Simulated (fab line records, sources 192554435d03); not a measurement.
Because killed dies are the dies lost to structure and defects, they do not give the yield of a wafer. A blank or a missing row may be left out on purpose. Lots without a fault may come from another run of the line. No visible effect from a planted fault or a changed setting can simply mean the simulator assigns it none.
fab line records -- flow n5-finfet
record: lots: 9, wafers: 25, last-day: 21
route steps=1938 shown MOL_CONTACT_COAG@531 BEOL_M4@1111
lots that met no fault: taken from a fault-free run of the same line
start-h: the number of hours between the record's first day and the start of the first shown wafer of the lot -- wait-h: time in hours since the lot's previous step -- " as in the row above -- L1.1+2: one row covering several wafers at once -- - no value, or no start given -- * or withheld: withheld -- < > ~ a bound
route shown NAME@n: names a module that has steps shown in the file, with the first one's number in the route -- usual: the fault-free wafers' mean and standard deviation -- same: alike in all rows -- chamber/n: place in a boat -- sites: the reading at each site -- _std_site: how widely they spread, as a standard deviation -- _edge_site: the outer-site mean with the inner-site mean subtracted -- radius-mm: how far each site lies from the wafer's centre -- mask NAME#n: copy n -- behind: the tool/chamber that last shaped the wafer -- hold: why the lot was held/for how many hours/how that ended -- device: the n, p or np transistor that did not switch -- end of line: tests of these same wafers at the route's end -- a step given without rows: its recipe and nothing more -- killed: count of dies lost to structure and defects at first sort (not the wafer's yield) -- map: a wafer's dies, x killed, . not, _ none there
set.NAME: the setting that was run; set.NAME@STEP: the one run at that earlier step -- model.NAME: the simulator's own value behind a step, which no gauge read
one table for each step of the route and one row for each wafer, over a sample of lots
services: a tool's chamber out of use, with start hour (start-h, from the record's first day; less than 0 if before it), hours out, and reason
== steps ==
step: N5_MOL_CONTACT_COAG_ETCH_105
recipe: chemistry: CF4, target: SiARC, target-depth-a: 156, mask-material: CAR-EUV, time-s: 26, ion-energy-ev: 80, pressure-mtorr: 40, source-w: 545, bias-w: 36, Ar_flow_sccm: 100, cf4-flow-sccm: 100, ends: cleared
usual: bias-w: 36.00/0.11, drypump-motor-current-A: 5.7/0.39, etch-rf-on-time-s: 26.2/0.38, oes-product-au: 0.66/0.073, rf-vpp-V: 184.1/1.3, showerhead-plenum-p-Torr: 2.15/0.078, throttle-valve-pct: 15.70/0.13
lot.wafer,tool,chamber,start-h,wait-h,bias-w,drypump-motor-current-A,etch-rf-on-time-s,oes-product-au,rf-hours-counter-h,rf-vpp-V,showerhead-plenum-p-Torr,throttle-valve-pct
L312.4,rie-diel-04,3,111.26,0.0,35.98,5.1,25.9,0.62,209,185.0,2.20,15.78
L312.5,rie-diel-04,2,111.26,0.0,36.19,5.1,25.8,0.62,-,183.9,2.13,15.72
L312.6,rie-diel-04,1,111.26,0.0,36.05,5.6,25.6,0.81,-,184.6,2.10,15.61
L314.3,rie-diel-02,0,125.12,0.0,36.10,5.6,26.1,0.62,175,182.4,2.05,15.57
L314.4,rie-diel-02,1,125.12,0.0,36.00,5.8,25.9,0.65,147,185.7,2.23,15.59
L314.5,rie-diel-02,3,125.12,0.0,36.06,5.6,26.6,0.66,-,182.7,2.06,15.72
L317.2,rie-diel-05,3,147.10,0.0,35.96,6.5,26.7,0.61,179,184.2,2.21,15.74
L317.3,rie-diel-05,1,147.10,0.0,36.06,5.4,26.6,0.57,246,181.7,2.03,15.77
L317.4,rie-diel-05,1,147.10,0.0,36.11,5.4,26.5,0.57,-,182.8,2.03,15.76
L320.3,rie-diel-02,1,161.88,0.0,36.13,5.8,25.9,0.64,160,183.2,2.22,15.61
L320.5,rie-diel-02,2,161.88,0.0,35.92,5.6,26.0,0.69,-,185.9,2.24,15.63
L320.6,rie-diel-02,1,161.88,0.0,35.83,5.7,25.8,0.64,-,184.9,2.22,15.60
L324.3,rie-diel-02,1,185.20,0.0,35.90,5.8,26.2,0.63,170,183.5,2.22,15.61
L324.5,rie-diel-02,3,185.20,0.0,36.06,5.6,27.0,0.64,-,182.7,2.06,15.77
L326.1,rie-diel-04,0,197.52,0.0,35.93,6.1,25.4,0.82,9,185.5,2.28,15.42
L326.2,rie-diel-04,1,197.52,0.0,36.08,5.6,26.2,0.75,49,183.7,2.09,15.69
L326.5,rie-diel-04,3,197.52,0.0,35.86,5.1,26.5,0.59,-,185.0,2.19,15.86
L328.5,rie-diel-04,1,207.18,0.0,35.90,5.6,26.0,0.75,-,182.6,2.08,15.68
L328.6,rie-diel-04,2,207.18,0.0,35.94,5.1,26.5,0.59,-,183.6,2.12,15.80
L330.3,rie-diel-02,1,221.72,0.0,36.04,5.7,26.1,0.62,181,185.3,2.22,15.67
L330.4,rie-diel-02,0,221.72,0.0,35.94,5.6,26.1,0.60,207,181.8,2.04,15.64
L330.6,rie-diel-02,2,221.72,0.0,36.18,5.7,26.0,0.66,-,185.0,2.24,15.69
L331.3,rie-diel-02,3,231.82,0.0,35.73,5.6,27.1,0.64,162,182.3,2.05,15.80
L331.4,rie-diel-02,0,231.82,0.0,36.06,5.6,26.6,0.60,210,182.7,2.04,15.66
L331.5,rie-diel-02,0,231.82,0.0,35.98,5.6,26.4,0.60,-,183.8,2.04,15.63
step: N5_MOL_CONTACT_COAG_CMP_23
recipe: stop-on: SiO2, t-overpolish-s: 1.5, post-cmp-clean: cu-alkaline, down-force-psi: 2, platen-rpm: 50.289, pad-velocity-m-s: 1.0006, target-thk-nm: 0
usual: motor-current-A: 8.1/1, overpolish-run-s: 1.500/0.0081, time-to-endpoint-s: 9.6/2.1
lot.wafer,tool,chamber,start-h,wait-h,motor-current-A,overpolish-run-s,time-to-endpoint-s
L312.4,cmp-02,0,117.80,0.2,7.8,1.515,10.2
L312.5,cmp-02,0,117.80,0.2,8.0,1.497,11.0
L312.6,cmp-02,1,117.80,0.2,8.5,1.494,10.8
L314.4,cmp-02,0,130.11,0.1,8.3,1.504,10.3
L314.3,cmp-02,2,130.11,0.1,8.6,1.512,8.6
L314.5,cmp-02,3,130.11,0.1,6.3,1.499,7.8
L317.3,cmp-01,0,154.90,0.0,8.8,1.483,9.1
L317.2,cmp-01,2,154.90,0.0,8.6,1.501,9.5
L317.4,cmp-01,3,154.90,0.0,9.1,1.503,11.1
L320.3,cmp-01,3,167.98,0.1,8.6,1.489,8.6
L320.5,cmp-01,0,167.98,0.1,8.5,1.498,12.3
L320.6,cmp-01,1,167.98,0.1,6.6,1.491,7.9
L324.3,cmp-03,0,191.20,0.1,7.7,1.490,9.6
L324.5,cmp-03,2,191.20,0.1,7.2,1.502,6.5
L326.2,cmp-03,0,203.61,0.0,7.7,1.493,8.9
L326.1,cmp-03,3,203.61,0.0,8.6,1.494,9.1
L326.5,cmp-03,0,203.61,0.0,7.9,1.497,8.8
L328.5,cmp-01,0,212.53,0.2,8.2,1.515,11.4
L328.6,cmp-01,1,212.53,0.2,6.3,1.490,10.3
L330.4,cmp-03,3,225.62,0.0,8.5,1.502,8.1
L330.3,cmp-03,1,225.62,0.0,8.4,1.494,8.3
L330.6,cmp-03,3,225.62,0.0,8.5,1.501,8.1
L331.4,cmp-02,1,235.57,0.0,8.2,1.513,14.2
L331.3,cmp-02,3,235.57,0.0,6.8,1.503,11.7
L331.5,cmp-02,1,235.57,0.0,8.3,1.504,13.0
step: N5_MOL_CONTACT_COAG_ALD_27
recipe: material: SiOC, target-thk-a: 170, temp-c: 400, ald-precursor-family: carbosiloxane, ald-co-reactant: H2-plasma, pulse-time-s: 1.5, time-s: 2720, purge-time-s: 2, co-reactant-purge-time-s: 2, ald-cycles: 340, pressure-torr: 2
usual: ald-cycles: 340/0, heater-power-w: 824/75, precursor-pulse-height-rel: 0.999/0.021, run-length-s: 2769.9/0.66, time-s: 2720/0
lot.wafer,tool,chamber,start-h,wait-h,ald-cycles,heater-power-w,precursor-pulse-height-rel,run-length-s,time-s
L312.4,ald-sin-02,3,118.63,0.0,340,774,0.964,2770.1,2720
L312.5,ald-sin-02,2,118.63,0.0,340,795,0.988,2770.6,2720
L312.6,ald-sin-02,1,118.63,0.0,340,819,1.012,2771.2,2720
L314.3,ald-sin-04,1,130.94,0.0,340,819,0.990,2769.8,2720
L314.4,ald-sin-04,3,130.94,0.0,340,965,1.000,2769.8,2720
L314.5,ald-sin-04,3,130.94,0.0,340,968,1.000,2769.9,2720
L317.2,ald-sin-02,1,155.77,0.0,340,825,0.998,2770.9,2720
L317.3,ald-sin-02,2,155.77,0.0,340,789,0.953,2770.8,2720
L317.4,ald-sin-02,3,155.77,0.0,340,771,1.021,2770.1,2720
L320.3,ald-sin-04,3,168.69,0.0,340,960,1.026,2770.0,2720
L320.5,ald-sin-04,2,168.69,0.0,340,778,0.999,2769.8,2720
L320.6,ald-sin-04,0,168.69,0.0,340,878,0.998,2768.9,2720
L324.3,ald-sin-02,2,191.95,0.0,340,790,0.976,2770.5,2720
L324.5,ald-sin-02,1,191.95,0.0,547,762,1.008,4426.8,4376
L326.1,ald-sin-02,2,204.47,0.0,340,818,0.996,2770.5,2720
L326.2,ald-sin-02,1,204.47,0.0,340,763,0.981,2770.8,2720
L326.5,ald-sin-02,2,204.47,0.0,547,828,0.975,4426.6,4376
L328.5,ald-sin-02,2,213.97,0.8,547,804,0.991,4426.8,4376
L328.6,ald-sin-02,1,213.97,0.8,547,757,0.982,4426.6,4376
L330.3,ald-sin-04,1,226.48,0.0,340,794,1.026,2769.9,2720
L330.4,ald-sin-04,2,226.48,0.0,340,771,1.003,2769.5,2720
L330.6,ald-sin-04,3,226.48,0.0,340,987,0.988,2770.0,2720
L331.3,ald-sin-04,0,237.61,0.8,340,860,0.991,2768.9,2720
L331.4,ald-sin-04,3,237.61,0.8,340,989,1.008,2769.6,2720
L331.5,ald-sin-04,0,237.61,0.8,340,883,1.004,2769.6,2720
step: N5_MOL_CONTACT_COAG_CMP_28
recipe: stop-on: SiNx, t-overpolish-s: 0.85, post-cmp-clean: alkaline-brush, down-force-psi: 4.15, platen-rpm: 51.8, pad-velocity-m-s: 1.0307, target-thk-nm: 14.522
usual: motor-current-A: 12.5/1.4
lot.wafer,tool,chamber,start-h,wait-h,motor-current-A
L312.4,cmp-03,0,120.19,0.8,12.1
L312.6,cmp-03,0,120.19,0.8,12.5
L312.5,cmp-03,1,120.19,0.8,12.4
L314.4,cmp-03,0,132.54,0.8,11.9
L314.3,cmp-03,1,132.54,0.8,12.6
L314.5,cmp-03,3,132.54,0.8,13.0
L317.4,cmp-02,0,157.34,0.8,12.5
L317.2,cmp-02,1,157.34,0.8,12.7
L317.3,cmp-02,2,157.34,0.8,13.2
L320.3,cmp-03,2,170.37,0.9,11.0
L320.6,cmp-03,3,170.37,0.9,13.5
L320.5,cmp-03,0,170.37,0.9,12.4
L324.3,cmp-03,2,193.64,0.9,11.9
L324.5,cmp-03,0,193.64,0.9,11.8
L326.2,cmp-01,2,206.12,0.9,13.3
L326.1,cmp-01,3,206.12,0.9,14.3
L326.5,cmp-01,1,206.12,0.9,9.4
L328.6,cmp-02,0,214.92,0.2,12.9
L328.5,cmp-02,1,214.92,0.2,12.6
L330.3,cmp-01,3,228.04,0.8,14.1
L330.4,cmp-01,0,228.04,0.8,12.7
L330.6,cmp-01,0,228.04,0.8,12.3
L331.3,cmp-01,0,239.21,0.8,12.4
L331.4,cmp-01,2,239.21,0.8,13.7
L331.5,cmp-01,3,239.21,0.8,14.1
step: N5_BEOL_M4_RC_MEAS_101
usual: DIBL_N: 36.3/1.1, DIBL_P: 36.3/1.4, IOFF_N: 0.155/0.019, IOFF_P: 0.211/0.027, ION_N: 672/8.5, ION_P: 462/5.8, SS_N: 71.5/0.56, SS_P: 73.3/0.52, VT_N: 249.9/2.5, VT_P: -249.8/2.8
lot.wafer,tool,chamber,start-h,wait-h,DIBL_N[mV/V],DIBL_P[mV/V],IOFF_N[nA/um],IOFF_P[nA/um],ION_N[uA/um],ION_P[uA/um],SS_N[mV/dec],SS_P[mV/dec],VT_N[mV],VT_P[mV]
L312.4,prober-01,0,238.37,0.5,37.2,37.1,0.172,0.244,676,472,71.9,73.9,248.4,-244.4
L312.5,prober-01,0,238.37,0.5,36.5,36.6,0.161,0.243,672,467,71.8,73.0,247.0,-247.3
L312.6,prober-01,0,238.37,0.5,35.9,35.2,0.140,0.227,669,469,71.0,72.7,252.1,-248.4
L314.3,prober-01,0,257.20,0.3,38.0,36.8,0.165,0.207,667,454,71.7,73.4,248.1,-253.2
L314.4,prober-01,0,257.20,0.3,37.0,36.1,0.151,0.196,676,456,70.8,72.4,249.1,-252.9
L314.5,prober-01,0,257.20,0.3,37.8,36.5,0.166,0.200,680,455,71.3,73.5,249.3,-253.1
L317.2,prober-02,0,311.20,0.2,35.9,36.0,0.138,0.162,662,451,71.5,73.4,250.9,-255.3
L317.3,prober-02,0,311.20,0.2,35.7,35.8,0.138,0.165,671,455,71.1,72.9,253.8,-253.9
L317.4,prober-02,0,311.20,0.2,35.2,35.6,0.128,0.158,668,456,70.8,72.3,255.3,-256.4
L320.3,prober-01,0,335.78,0.3,34.7,33.6,0.137,0.184,666,458,70.4,72.8,250.3,-251.3
L320.5,prober-01,0,335.78,0.3,36.8,35.7,0.175,0.211,667,453,71.2,73.8,248.7,-250.6
L320.6,prober-01,0,335.78,0.3,35.3,34.6,0.146,0.197,665,458,70.7,73.1,248.0,-250.7
L324.3,prober-01,0,351.59,0.3,35.4,36.2,0.143,0.196,665,461,71.9,73.2,253.8,-252.5
L324.5,prober-01,0,351.59,0.3,35.7,37.6,0.146,0.219,669,463,71.4,73.5,252.3,-248.9
L331.3,prober-02,0,364.69,0.3,37.2,36.6,0.171,0.241,678,467,72.2,73.7,251.6,-246.2
L331.4,prober-02,0,364.69,0.3,38.7,36.8,0.196,0.250,671,461,72.8,73.2,246.3,-246.9
L331.5,prober-02,0,364.69,0.3,37.2,35.6,0.161,0.223,674,464,71.9,73.3,247.5,-249.5
L326.1,prober-02,0,385.35,0.0,38.3,37.3,0.176,0.236,677,462,71.2,73.9,245.9,-248.3
L326.2,prober-02,0,385.35,0.0,37.5,35.8,0.154,0.206,680,465,71.6,73.1,252.5,-249.6
L326.5,prober-02,0,385.35,0.0,36.9,35.6,0.149,0.204,669,457,71.5,73.6,250.5,-249.6
L328.5,prober-02,0,390.68,0.6,40.0,40.9,0.228,0.301,699,479,72.5,74.0,242.9,-244.8
L328.6,prober-02,0,390.68,0.6,37.1,37.2,0.171,0.236,677,471,71.1,73.1,246.3,-247.0
L330.3,prober-01,0,401.12,0.3,35.6,35.2,0.158,0.210,682,464,72.1,73.3,248.2,-248.4
L330.4,prober-01,0,401.12,0.3,36.3,34.7,0.159,0.200,666,459,72.0,73.4,249.2,-250.9
L330.6,prober-01,0,401.12,0.3,36.0,35.2,0.158,0.205,675,458,71.3,73.0,249.8,-249.2
== services ==
tool,chamber,start-h,hours,kind
ald-sin-04,3,91.66,9.1,repair
cmp-01,-,115.21,8.2,repair
rie-diel-05,1,126.71,2.8,repair
cmp-01,-,130.49,4.0,pm
cmp-01,-,134.49,-,consumable-replace:conditioner
cmp-01,-,134.49,-,consumable-replace:pad
rie-diel-05,2,144.20,3.8,repair
cmp-02,-,163.22,4.0,repair
ald-sin-04,1,168.36,12.8,repair
ald-sin-02,3,170.47,2.3,repair
rie-diel-05,-,172.97,2.8,pm
ald-sin-02,-,176.87,14.0,pm
ald-sin-02,0,176.87,14.0,vent-cycle
ald-sin-02,1,176.87,14.0,vent-cycle
ald-sin-02,2,176.87,14.0,vent-cycle
ald-sin-02,3,176.87,14.0,vent-cycle
cmp-02,-,183.58,18.2,repair
cmp-02,-,215.05,3.4,repair
ald-sin-04,-,220.95,0.9,repair
cmp-02,-,230.85,4.1,repair
ald-sin-04,1,232.79,7.4,repair
cmp-03,-,235.38,10.9,pm
ald-sin-04,2,235.96,2.7,repair
rie-diel-02,-,238.40,0.2,repair
== key ==
first-sign: step: N5_MOL_CONTACT_COAG_ALD_27, reading: ald-cycles, direction: up, sigmas: 99+, usual: *, struck: *
effect: step: N5_MOL_CONTACT_COAG_ALD_27, reading: time-s, direction: up, sigmas: 99+, usual: *, struck: *
met-at N5_MOL_CONTACT_COAG_ALD_27
struck-lots L324,L326,L328
struck-wafers L324.5,L326.5,L328.5,L328.6
not-acting-at N5_MOL_CONTACT_COAG_ETCH_105,N5_MOL_CONTACT_COAG_CMP_23,N5_MOL_CONTACT_COAG_CMP_28
onset-between 155.77 191.95
fault: kind: process-parameter-drift, tool: ald-sin-02, chamber: -, onset-h: 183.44, steps: N5_MOL_CONTACT_COAG_ALD_27, channel: ald-cycles, offset: *, shape: step, end-h: 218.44, scope: struck-wafers-only, acts-in: *, stated: *
